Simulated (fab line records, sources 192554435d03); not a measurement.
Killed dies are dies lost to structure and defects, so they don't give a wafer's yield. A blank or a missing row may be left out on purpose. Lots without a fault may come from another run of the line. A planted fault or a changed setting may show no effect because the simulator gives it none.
A struck lot beside a sound one | flow n5_finfet | 19 steps out of a route of 1938
Sound: wafers L499.2, L499.3, L499.4. Struck: wafers L509.3, L509.5. (L509.2 of the same lot was not struck and is left out.) The cause comes at the end.
At each step with rows: each side's tool, then ch and its chambers, then its first start. Under that, the readings that differ: sound wafers | struck wafers | difference of the means | sigmas: that difference in standard deviations of wafers without a fault.
alike: readings whose means differ by less than 2 such deviations, and words and numbers that are the same on both sides. not compared: withheld readings, readings that some wafer has no value for, bounds like >300 that may hide the same value, and numbers for which the record gives no deviation and whose values overlap.
The two part at a step that has a row with sigmas, a row that says differs or no value, or rows on one side only. Numbers that don't overlap but have no deviation are shown without sigmas and don't part them. A reading that every wafer of one side lacks parts them only if that side has two wafers or more.

first, 7 steps without rows for these wafers: N5_BEOL_M0_CUTY_COAT_50 (time 60 s, resist thk 15 nm); N5_BEOL_M0_CUTY_COAT_51 (resist thk 150 nm); N5_BEOL_M0_CUTY_EBR_52; N5_BEOL_M0_CUTY_SOFTBAKE_53 (time 60 s); N5_BEOL_M0_CUTY_EXPOSE_54 (exposes mask M0 ABLK); N5_BEOL_M0_CUTY_PEB_55 (peb time 60 s); N5_BEOL_M0_CUTY_DEVELOP_56 (develop time 30 s).
N5_BEOL_M0_CUTY_CD_MEAS_57: target cd 200 nm.
  sound on cd_sem-01 ch 0, day 7 03:00; struck on cd_sem-01 ch 0, day 9 10:56
  alike: cd_nm
N5_BEOL_M0_CUTY_OVL_MEAS_58:
  sound on overlay-01 ch 0, day 7 03:02; struck on overlay-01 ch 0, day 9 10:57
  alike: M0_ABLK_OVL
N5_BEOL_M0_CUTY_INSPECT_59: inspects for defects (macro).
  sound on defect_inspect-01, day 7 03:03; struck on defect_inspect-02, day 9 10:59
  alike: raw_defect_count
N5_BEOL_M0_CUTY_DESCUM_61: chemistry O2, time 7.9 s.
  sound on rie_diel-02 ch 0,2,3, day 7 03:05; struck on rie_diel-06 ch 0,1, day 9 11:01
  alike: drypump_motor_current_A, oes_product_au, rf_vpp_V, showerhead_plenum_p_Torr, throttle_valve_pct
  not compared: rf_hours_counter_h
N5_BEOL_M0_CUTY_ETCH_62: etches SiARC in CF4, time 58.5 s.
  sound on rie_diel-02 ch 0,2,3, day 7 03:07; struck on rie_diel-06 ch 0,1, day 9 11:03
  alike: drypump_motor_current_A, etch_rf_on_time_s, oes_product_au, rf_vpp_V, showerhead_plenum_p_Torr, throttle_valve_pct
  not compared: rf_hours_counter_h
N5_BEOL_M0_CUTY_ETCH_63: etches SOC in N2/H2, target depth 82.7 nm, overetch 16.5 nm, time 124 s.
  sound on rie_diel-02 ch 0,2,3, day 7 03:10; struck on rie_diel-06 ch 0,1, day 9 11:05
  reading                                               | sound   | struck | difference | sigmas
  model.SiO2_of_BEOL_M0_SAQP_SPACER2_ALD_26.thk_nm (nm) | 7 7.2 7 | 8 7.8  | +1         |
  alike: drypump_motor_current_A, h2_flow_sccm, oes_product_au, rf_vpp_V, showerhead_plenum_p_Torr, throttle_valve_pct
  not compared: rf_hours_counter_h
then, 1 step without rows for these wafers: N5_BEOL_M0_CUTY_STRIP_64 (strips in N2/H2).
N5_BEOL_M0_ETCH_138: etches SiCN in CH3F/O2, target depth 12 nm, time 31.6 s.
  sound on rie_diel-02 ch 0,2,3, day 7 03:17; struck on rie_diel-06 ch 0,1, day 9 11:13
  alike: drypump_motor_current_A, etch_rf_on_time_s, oes_product_au, rf_vpp_V, showerhead_plenum_p_Torr, throttle_valve_pct
  not compared: rf_hours_counter_h
N5_BEOL_M0_HM_OPEN_105: chemistry Cl2/BCl3, target TiN, target depth 12 nm.
  sound on rie_metal-02 ch 0, day 7 03:39; struck on rie_metal-03 ch 1, day 9 11:30
  reading                                               | sound       | struck  | difference | sigmas
  model.SiO2_of_BEOL_M0_SAQP_SPACER2_ALD_26.thk_nm (nm) | 2.8 2.8 2.8 | 3.8 3.6 | +0.9       |
  alike: drypump_motor_current_A, oes_product_au, throttle_valve_pct
  not compared: rf_hours_counter_h
N5_BEOL_M0_STRIP_140: strips in CF4.
  sound on rie_diel-06 ch 1,2, day 7 04:01; struck on rie_diel-02 ch 0,3, day 9 11:47
  reading                     | sound       | struck  | difference | sigmas
  drypump_motor_current_A (A) | 4.9 5.8 4.9 | 5.8 6.8 | +1.1       | +3
  alike: oes_product_au, rf_vpp_V, showerhead_plenum_p_Torr, throttle_valve_pct
  not compared: rf_hours_counter_h
-- the record jumps here: 3 days lie between the struck wafers' starts before and after (it left off in module BEOL_M0 and takes up again in module BEOL_M4, whose first step shown is number 1111 of the route) --
N5_BEOL_M4_RC_MEAS_101:
  sound on prober-01 ch 0, day 9 20:53; struck on prober-01 ch 0, day 12 10:05
  alike: DIBL_N, DIBL_P, IOFF_N, IOFF_P, ION_N, ION_P, SS_N, SS_P, VT_N, VT_P
N5_PASSIVATION_PROBE_49:
  the record has rows for the sound wafers here (prober-02, day 14 12:52) and none for the struck ones

WHERE THEY PART
First at N5_BEOL_M0_STRIP_140; last, within this record, at N5_PASSIVATION_PROBE_49.

WHY: what the simulator had put in
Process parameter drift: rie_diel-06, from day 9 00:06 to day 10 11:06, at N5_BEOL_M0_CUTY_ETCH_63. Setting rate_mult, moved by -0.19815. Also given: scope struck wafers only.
